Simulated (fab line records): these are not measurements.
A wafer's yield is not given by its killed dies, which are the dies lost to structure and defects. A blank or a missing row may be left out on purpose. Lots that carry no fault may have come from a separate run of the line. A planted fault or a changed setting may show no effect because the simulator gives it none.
Matching of chambers / flow n5 finfet / N5_BEOL_M10_ILD_DEP_00 on pecvd-04 has 3 sister chambers
The step deposits SiCOH lowk from DEMS/porogen, target thk 308.51 nm, time 58 s. 6 wafers are shown with their chamber, then 7 later ones without.

## EACH WAFER AND ITS CHAMBER
wafer=L074.6; chamber=0; throttle valve pct (%)=12.8; heater power w (W)=258
wafer=L077.4; chamber=0; throttle valve pct (%)=13.1; heater power w (W)=239
wafer=L084.2; chamber=2; throttle valve pct (%)=13.0; heater power w (W)=217
wafer=L084.5; chamber=2; throttle valve pct (%)=13.0; heater power w (W)=216
wafer=L092.1; chamber=1; throttle valve pct (%)=15.7; heater power w (W)=327
wafer=L092.4; chamber=1; throttle valve pct (%)=15.5; heater power w (W)=338

## WAFERS WITHOUT THEIR CHAMBER
wafer=L092.5; throttle valve pct (%)=13.2; heater power w (W)=321
wafer=L096.1; throttle valve pct (%)=13.2; heater power w (W)=190
wafer=L096.3; throttle valve pct (%)=13.3; heater power w (W)=306
wafer=L096.4; throttle valve pct (%)=13.6; heater power w (W)=200
wafer=L097.2; throttle valve pct (%)=16.0; heater power w (W)=389
wafer=L097.4; throttle valve pct (%)=13.0; heater power w (W)=214
wafer=L097.6; throttle valve pct (%)=16.0; heater power w (W)=300

## CHAMBER TAKEN BY EACH
wafer=L092.5; from the rows above=0; in truth=0
wafer=L096.1; from the rows above=2; in truth=2
wafer=L096.3; from the rows above=0; in truth=0
wafer=L096.4; from the rows above=2; in truth=2
wafer=L097.2; from the rows above=1; in truth=1
wafer=L097.4; from the rows above=2; in truth=2
wafer=L097.6; from the rows above=1; in truth=1
Placed correctly: 7 of 7. Number that these rows cannot place: 0. Number placed wrongly: 0.
How it was worked out, from the rows above alone: a wafer's distance from a chamber is the root of the sum, over the readings, of the square of ((its reading less the chamber's mean) divided by the reading's scatter). The wafer belongs to the nearest chamber; if the next one is less than 2 further off, it can't be placed. For every chamber, the mean is computed from those of its wafers that are shown. How the scatter is found: for the shown wafers, subtract from each reading the mean of its chamber, square and add these, divide the total by (wafers less chambers), then take the root.
